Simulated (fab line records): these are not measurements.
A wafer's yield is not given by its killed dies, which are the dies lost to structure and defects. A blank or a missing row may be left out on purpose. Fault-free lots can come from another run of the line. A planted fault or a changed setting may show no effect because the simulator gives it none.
Which tool is to blame? ; flow n5Finfet ; 15 wafers from 6 lots sampled at 4 of the route's 1938 steps

== WHAT THE GAUGES SHOWED, per wafer ==
N5_BEOL_M4_THK_MEAS_01.
lot;measured;on;M4_ILD_THK (nm)
L453;day 8 17:11;filmMetro-02;80.2 81.3
L457;day 9 21:20;filmMetro-01;78.4 80.3 79.4
L463;day 11 10:59;filmMetro-01;78.3 79.0 79.5
L464;day 11 19:11;filmMetro-01;129.4 129.4
L469;day 12 22:52;filmMetro-02;127.0 79.6
L471;day 13 23:23;filmMetro-01;78.7 80.2 79.4

== TOOL THAT RAN EACH LOT (tool first, then ch and the chambers of the sampled wafers, then the start) ==
lot;N5_BEOL_M3_ANNEAL_91;N5_BEOL_M3_PRE_CLEAN_60;N5_BEOL_M4_ILD_DEP_00
L453;pvdSputter-03, day 8 15:22;cvdCo-01 ch 0,1, day 8 16:50;pecvd-02 ch 0,1, day 8 17:08
L457;pvdSputter-01, day 9 19:34;cvdCo-01 ch 1,2, day 9 20:59;pecvd-01 ch 0,1, day 9 21:17
L463;pvdSputter-03, day 11 09:13;cvdCo-01 ch 0,1,2, day 11 10:37;pecvd-02 ch 1,2, day 11 10:54
L464;pvdSputter-02, day 11 17:25;cvdCo-01 ch 1,2, day 11 18:49;pecvd-02 ch 0,2, day 11 19:06
L469;pvdSputter-03, day 12 21:07;cvdCo-02 ch 1,2, day 12 22:31;pecvd-02 ch 0,1, day 12 22:49
L471;pvdSputter-01, day 13 21:37;cvdCo-02 ch 0,2, day 13 23:02;pecvd-01 ch 0,1, day 13 23:19
- N5_BEOL_M3_ANNEAL_91: time 240 s.
- N5_BEOL_M3_PRE_CLEAN_60: time 15 s.
- N5_BEOL_M4_ILD_DEP_00: deposits SiOC from DEMS/O2, target thk 79 nm, time 15.3 s.

== THE ANSWER, worked out from the rows above alone ==
Rule: usual is defined by the lots themselves. The widest of any qualifying gaps counts: lots, ordered by their means at a reading, are off when they make up no more than a third of the lots, leave a main group of 4 or more, and stand apart from it by 3 or more times the standard deviation of that group's means. If all means in a main group match to the digits the tables above print for the reading, that group is not used. A lot without any number at a reading at which 4 lots or more have one is off too. All remaining lots with rows at the step are treated as sound.
Off: at N5_BEOL_M4_THK_MEAS_01 (M4_ILD_THK), L464, L469. For the main group the mean is 79.6 nm and the standard deviation 0.68.
A tool fits if, at a process step before that reading, it ran every lot that is off, and no sound lot after the first of them. The gauges at N5_BEOL_M4_THK_MEAS_01 are tried like those tools. One candidate fits, namely pecvd-02 at N5_BEOL_M4_ILD_DEP_00. Its last sound lot is L463 (day 11 10:54), its first lot that is off L464 (day 11 19:06): a fault that began between those two fits.

== WHAT THE SIMULATOR HAD INSERTED ==
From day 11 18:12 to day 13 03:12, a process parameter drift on pecvd-02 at N5_BEOL_M4_ILD_DEP_00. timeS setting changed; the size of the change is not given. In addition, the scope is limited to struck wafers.
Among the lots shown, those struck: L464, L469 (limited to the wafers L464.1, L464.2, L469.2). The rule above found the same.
